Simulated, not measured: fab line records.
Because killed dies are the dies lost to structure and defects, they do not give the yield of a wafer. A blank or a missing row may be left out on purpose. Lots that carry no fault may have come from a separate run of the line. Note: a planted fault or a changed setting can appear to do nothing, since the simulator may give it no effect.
Which tool is to blame? :: flow n5_finfet :: 10 lots, 30 wafers sampled, at 5 steps of a route of 1938

## WHAT THE GAUGES SHOWED, per wafer
N5_BEOL_M4_RC_MEAS_101. Usual: DIBL_N 37.5 mV/V, standard deviation 2.5; DIBL_P 38 mV/V, standard deviation 3.1; IOFF_N 0.19 nA/um, standard deviation 0.059; IOFF_P 0.24 nA/um, standard deviation 0.061; ION_N 679 uA/um, standard deviation 16; ION_P 465 uA/um, standard deviation 9.8; SS_N 72.0 mV/dec, standard deviation 0.8; SS_P 73.7 mV/dec, standard deviation 0.86; VT_N 248 mV, standard deviation 4.5; VT_P -249 mV, standard deviation 3.5.
lot: L417
measured: day 8 02:04
on: prober-02
DIBL_N (mV/V): 37.3 37.3 37.4
DIBL_P (mV/V): 38 40 38
IOFF_N (nA/um): 0.18 0.19 0.18
IOFF_P (nA/um): 0.23 0.27 0.22
ION_N (uA/um): 677 675 676
ION_P (uA/um): 459 465 460
SS_N (mV/dec): 72.0 72.5 72.6
SS_P (mV/dec): 73.5 74.2 73.8
VT_N (mV): 250 248 255
VT_P (mV): -250 -248 -252
flag: 

lot: L420
measured: day 8 20:35
on: prober-02
DIBL_N (mV/V): 37.5 41.0 37.7
DIBL_P (mV/V): 38 43 38
IOFF_N (nA/um): 0.19 0.31 0.18
IOFF_P (nA/um): 0.24 0.37 0.25
ION_N (uA/um): 679 711 683
ION_P (uA/um): 463 480 469
SS_N (mV/dec): 71.3 72.8 72.1
SS_P (mV/dec): 73.4 75.0 73.4
VT_N (mV): 249 238 248
VT_P (mV): -248 -242 -247
flag: 

lot: L423
measured: day 10 05:40
on: prober-02
DIBL_N (mV/V): 35.9 37.2 33.6
DIBL_P (mV/V): 37 37 34
IOFF_N (nA/um): 0.16 0.19 0.11
IOFF_P (nA/um): 0.20 0.20 0.17
ION_N (uA/um): 667 680 659
ION_P (uA/um): 459 461 451
SS_N (mV/dec): 72.3 72.0 70.9
SS_P (mV/dec): 73.8 73.0 73.0
VT_N (mV): 251 249 255
VT_P (mV): -252 -251 -254
flag: 

lot: L424
measured: day 10 21:11
on: prober-01
DIBL_N (mV/V): 34.4 38.7 37.1
DIBL_P (mV/V): 35 39 37
IOFF_N (nA/um): 0.10 0.18 0.14
IOFF_P (nA/um): 0.16 0.24 0.20
ION_N (uA/um): 657 673 651
ION_P (uA/um): 453 467 452
SS_N (mV/dec): 70.8 71.8 71.5
SS_P (mV/dec): 73.2 74.1 73.1
VT_N (mV): 260 247 252
VT_P (mV): -253 -249 -251
flag: 

lot: L427
measured: day 11 12:04
on: prober-02
DIBL_N (mV/V): 39.0 36.6 42.2
DIBL_P (mV/V): 40 38 45
IOFF_N (nA/um): 0.23 0.17 0.37
IOFF_P (nA/um): 0.28 0.24 0.43
ION_N (uA/um): 694 672 714
ION_P (uA/um): 469 463 484
SS_N (mV/dec): 71.8 71.9 72.8
SS_P (mV/dec): 73.5 73.4 74.8
VT_N (mV): 244 249 238
VT_P (mV): -247 -248 -242
flag: 

lot: L434
measured: day 12 20:11
on: prober-02
DIBL_N (mV/V): 34.5 36.0 39.9
DIBL_P (mV/V): 35 35 40
IOFF_N (nA/um): 0.14 0.14 0.24
IOFF_P (nA/um): 0.21 0.20 0.28
ION_N (uA/um): 668 668 696
ION_P (uA/um): 462 459 475
SS_N (mV/dec): 70.9 71.2 71.8
SS_P (mV/dec): 73.5 73.8 74.1
VT_N (mV): 249 251 244
VT_P (mV): -249 -250 -246
flag: 

lot: L435
measured: day 13 00:09
on: prober-02
DIBL_N (mV/V): 37.6 35.7 37.4
DIBL_P (mV/V): 37 34 36
IOFF_N (nA/um): 0.19 0.16 0.20
IOFF_P (nA/um): 0.24 0.21 0.24
ION_N (uA/um): 683 667 685
ION_P (uA/um): 463 462 466
SS_N (mV/dec): 72.1 71.5 72.0
SS_P (mV/dec): 73.9 73.3 73.8
VT_N (mV): 249 249 244
VT_P (mV): -249 -250 -250
flag: 

lot: L437
measured: day 13 22:26
on: prober-01
DIBL_N (mV/V): 38.6 39.0 39.9
DIBL_P (mV/V): 42 39 41
IOFF_N (nA/um): 0.21 0.20 0.23
IOFF_P (nA/um): 0.29 0.23 0.26
ION_N (uA/um): 685 676 687
ION_P (uA/um): 475 455 466
SS_N (mV/dec): 72.0 71.8 72.2
SS_P (mV/dec): 74.4 74.7 74.6
VT_N (mV): 247 247 245
VT_P (mV): -249 -251 -249
flag: 

lot: L438
measured: day 14 00:07
on: prober-02
DIBL_N (mV/V): 37.5 34.7 37.5
DIBL_P (mV/V): 39 35 40
IOFF_N (nA/um): 0.18 0.13 0.19
IOFF_P (nA/um): 0.22 0.17 0.26
ION_N (uA/um): 679 673 677
ION_P (uA/um): 466 459 463
SS_N (mV/dec): 72.5 71.5 72.1
SS_P (mV/dec): 73.7 73.4 74.5
VT_N (mV): 251 254 248
VT_P (mV): -252 -252 -249
flag: 

lot: L439
measured: day 14 05:08
on: prober-02
DIBL_N (mV/V): 36.5 36.5 36.0
DIBL_P (mV/V): 37 39 37
IOFF_N (nA/um): 0.18 0.19 0.15
IOFF_P (nA/um): 0.22 0.27 0.20
ION_N (uA/um): 681 690 677
ION_P (uA/um): 462 476 461
SS_N (mV/dec): 72.6 72.7 72.3
SS_P (mV/dec): 73.0 74.0 73.7
VT_N (mV): 250 247 253
VT_P (mV): -249 -247 -253
flag: 

## WHAT TOOL EACH LOT RAN ON (gives the tool, then ch and the chambers of the sampled wafers, and finally the start)
lot: L417
N5_BEOL_M1_SPUTTER_48: pvd_sputter-03, day 6 12:19
N5_BEOL_M1_SPUTTER_79: pvd_sputter-03, day 6 12:32
N5_BEOL_M1_ANNEAL_82: pvd_sputter-03, day 6 12:50
N5_BEOL_M1_ANNEAL_87: pvd_sputter-03, day 6 13:04

lot: L420
N5_BEOL_M1_SPUTTER_48: pvd_sputter-01, day 7 07:48
N5_BEOL_M1_SPUTTER_79: pvd_sputter-01, day 7 08:01
N5_BEOL_M1_ANNEAL_82: pvd_sputter-01, day 7 08:19
N5_BEOL_M1_ANNEAL_87: pvd_sputter-01, day 7 08:32

lot: L423
N5_BEOL_M1_SPUTTER_48: pvd_sputter-01, day 8 04:47
N5_BEOL_M1_SPUTTER_79: pvd_sputter-01, day 8 05:02
N5_BEOL_M1_ANNEAL_82: pvd_sputter-01, day 8 05:22
N5_BEOL_M1_ANNEAL_87: pvd_sputter-01, day 8 05:37

lot: L424
N5_BEOL_M1_SPUTTER_48: pvd_sputter-03, day 8 13:25
N5_BEOL_M1_SPUTTER_79: pvd_sputter-03, day 8 13:38
N5_BEOL_M1_ANNEAL_82: pvd_sputter-03, day 8 13:56
N5_BEOL_M1_ANNEAL_87: pvd_sputter-03, day 8 14:09

lot: L427
N5_BEOL_M1_SPUTTER_48: pvd_sputter-01, day 9 17:22
N5_BEOL_M1_SPUTTER_79: pvd_sputter-01, day 9 17:49
N5_BEOL_M1_ANNEAL_82: pvd_sputter-01, day 9 18:25
N5_BEOL_M1_ANNEAL_87: pvd_sputter-01, day 9 18:51

lot: L434
N5_BEOL_M1_SPUTTER_48: pvd_sputter-03, day 10 22:38
N5_BEOL_M1_SPUTTER_79: pvd_sputter-03, day 10 22:51
N5_BEOL_M1_ANNEAL_82: pvd_sputter-03, day 10 23:09
N5_BEOL_M1_ANNEAL_87: pvd_sputter-03, day 10 23:22

lot: L435
N5_BEOL_M1_SPUTTER_48: pvd_sputter-03, day 11 03:38
N5_BEOL_M1_SPUTTER_79: pvd_sputter-03, day 11 03:52
N5_BEOL_M1_ANNEAL_82: pvd_sputter-03, day 11 04:10
N5_BEOL_M1_ANNEAL_87: pvd_sputter-03, day 11 04:23

lot: L437
N5_BEOL_M1_SPUTTER_48: pvd_sputter-03, day 11 12:37
N5_BEOL_M1_SPUTTER_79: pvd_sputter-03, day 11 12:50
N5_BEOL_M1_ANNEAL_82: pvd_sputter-03, day 11 13:08
N5_BEOL_M1_ANNEAL_87: pvd_sputter-03, day 11 13:21

lot: L438
N5_BEOL_M1_SPUTTER_48: pvd_sputter-03, day 12 03:01
N5_BEOL_M1_SPUTTER_79: pvd_sputter-03, day 12 03:14
N5_BEOL_M1_ANNEAL_82: pvd_sputter-03, day 12 03:32
N5_BEOL_M1_ANNEAL_87: pvd_sputter-03, day 12 03:45

lot: L439
N5_BEOL_M1_SPUTTER_48: pvd_sputter-03, day 12 14:27
N5_BEOL_M1_SPUTTER_79: pvd_sputter-03, day 12 14:40
N5_BEOL_M1_ANNEAL_82: pvd_sputter-03, day 12 14:58
N5_BEOL_M1_ANNEAL_87: pvd_sputter-03, day 12 15:11
- N5_BEOL_M1_SPUTTER_48: material Cu, target thk 4.5 nm, time 8.29 s.
- N5_BEOL_M1_SPUTTER_79: material Cu, target thk 4.5 nm, time 8.29 s.
- N5_BEOL_M1_ANNEAL_82: time 240 s.
- N5_BEOL_M1_ANNEAL_87: time 240 s.

## AS READ BY THE TOOLS THEMSELVES (means over the sampled wafers that have a number; for cases with no such wafer, the mark the record gives instead)
N5_BEOL_M1_SPUTTER_48. Usual: throttle_valve_pct 29.8 %, standard deviation 1.1.
lot: L417
tool: pvd_sputter-03
throttle_valve_pct (%): 30.0
flag: 

lot: L420
tool: pvd_sputter-01
throttle_valve_pct (%): 30.1
flag: 

lot: L423
tool: pvd_sputter-01
throttle_valve_pct (%): 30.5
flag: 

lot: L424
tool: pvd_sputter-03
throttle_valve_pct (%): 29.6
flag: 

lot: L427
tool: pvd_sputter-01
throttle_valve_pct (%): 29.7
flag: 

lot: L434
tool: pvd_sputter-03
throttle_valve_pct (%): 30.6
flag: 

lot: L435
tool: pvd_sputter-03
throttle_valve_pct (%): 30.2
flag: 

lot: L437
tool: pvd_sputter-03
throttle_valve_pct (%): 30.0
flag: 

lot: L438
tool: pvd_sputter-03
throttle_valve_pct (%): 29.0
flag: 

lot: L439
tool: pvd_sputter-03
throttle_valve_pct (%): 29.4
flag: 

N5_BEOL_M1_SPUTTER_79. Usual: throttle_valve_pct 29.8 %, standard deviation 1.1.
lot: L417
tool: pvd_sputter-03
throttle_valve_pct (%): 30.1
flag: 

lot: L420
tool: pvd_sputter-01
throttle_valve_pct (%): 30.3
flag: 

lot: L423
tool: pvd_sputter-01
throttle_valve_pct (%): 30.6
flag: 

lot: L424
tool: pvd_sputter-03
throttle_valve_pct (%): 29.7
flag: 

lot: L427
tool: pvd_sputter-01
throttle_valve_pct (%): 29.9
flag: 

lot: L434
tool: pvd_sputter-03
throttle_valve_pct (%): 30.7
flag: 

lot: L435
tool: pvd_sputter-03
throttle_valve_pct (%): 30.1
flag: 

lot: L437
tool: pvd_sputter-03
throttle_valve_pct (%): 30.1
flag: 

lot: L438
tool: pvd_sputter-03
throttle_valve_pct (%): 29.0
flag: 

lot: L439
tool: pvd_sputter-03
throttle_valve_pct (%): 29.5
flag: 

N5_BEOL_M1_ANNEAL_82. Usual: heater_power_w 800 W, standard deviation 87; susceptor_temp_C 399.98 C, standard deviation 0.23.
lot: L417
tool: pvd_sputter-03
heater_power_w (W): 817
susceptor_temp_C (C): 400.02
flag: 

lot: L420
tool: pvd_sputter-01
heater_power_w (W): 852
susceptor_temp_C (C): 400.08
flag: 

lot: L423
tool: pvd_sputter-01
heater_power_w (W): 878
susceptor_temp_C (C): 399.93
flag: 

lot: L424
tool: pvd_sputter-03
heater_power_w (W): 859
susceptor_temp_C (C): 399.91
flag: 

lot: L427
tool: pvd_sputter-01
heater_power_w (W): 765
susceptor_temp_C (C): 400.14
flag: 

lot: L434
tool: pvd_sputter-03
heater_power_w (W): 799
susceptor_temp_C (C): 399.85
flag: 

lot: L435
tool: pvd_sputter-03
heater_power_w (W): 742
susceptor_temp_C (C): 400.02
flag: 

lot: L437
tool: pvd_sputter-03
heater_power_w (W): 824
susceptor_temp_C (C): 399.99
flag: 

lot: L438
tool: pvd_sputter-03
heater_power_w (W): 810
susceptor_temp_C (C): 399.87
flag: 

lot: L439
tool: pvd_sputter-03
heater_power_w (W): 765
susceptor_temp_C (C): 399.80
flag: 

N5_BEOL_M1_ANNEAL_87. Usual: heater_power_w 800 W, standard deviation 86; susceptor_temp_C 400.00 C, standard deviation 0.22.
lot: L417
tool: pvd_sputter-03
heater_power_w (W): 808
susceptor_temp_C (C): 400.10
flag: 

lot: L420
tool: pvd_sputter-01
heater_power_w (W): 835
susceptor_temp_C (C): 400.04
flag: 

lot: L423
tool: pvd_sputter-01
heater_power_w (W): 881
susceptor_temp_C (C): 400.04
flag: 

lot: L424
tool: pvd_sputter-03
heater_power_w (W): 865
susceptor_temp_C (C): 400.17
flag: 

lot: L427
tool: pvd_sputter-01
heater_power_w (W): 786
susceptor_temp_C (C): 400.11
flag: 

lot: L434
tool: pvd_sputter-03
heater_power_w (W): -
susceptor_temp_C (C): -
flag: OFF

lot: L435
tool: pvd_sputter-03
heater_power_w (W): -
susceptor_temp_C (C): -
flag: OFF

lot: L437
tool: pvd_sputter-03
heater_power_w (W): 815
susceptor_temp_C (C): 399.82
flag: 

lot: L438
tool: pvd_sputter-03
heater_power_w (W): 802
susceptor_temp_C (C): 400.17
flag: 

lot: L439
tool: pvd_sputter-03
heater_power_w (W): 764
susceptor_temp_C (C): 400.06
flag: 

## THE ANSWER, worked out from the rows above alone
Rule: lot off if the mean of its wafers having a number is beyond 3 standard deviations from the usual mean. Also off: a lot with no number at a reading for which 4 or more lots have one. All remaining lots with rows at the step are treated as sound. The gauges are gone through in route order, then the tools' own readings, and for those a lot's mean is taken as printed above. At the first step where some lot is off, the reading lying furthest off is the one used; lots without a number count as furthest.
Off: L434, L435, at N5_BEOL_M1_ANNEAL_87 (heater_power_w). Without a number there: L434, L435.
A tool fits if, at that step or a process step before it, it ran every lot that is off, and no sound lot after the first of them. Not one of the candidates tried fits.

## WHAT HAD BEEN PUT IN BY THE SIMULATOR
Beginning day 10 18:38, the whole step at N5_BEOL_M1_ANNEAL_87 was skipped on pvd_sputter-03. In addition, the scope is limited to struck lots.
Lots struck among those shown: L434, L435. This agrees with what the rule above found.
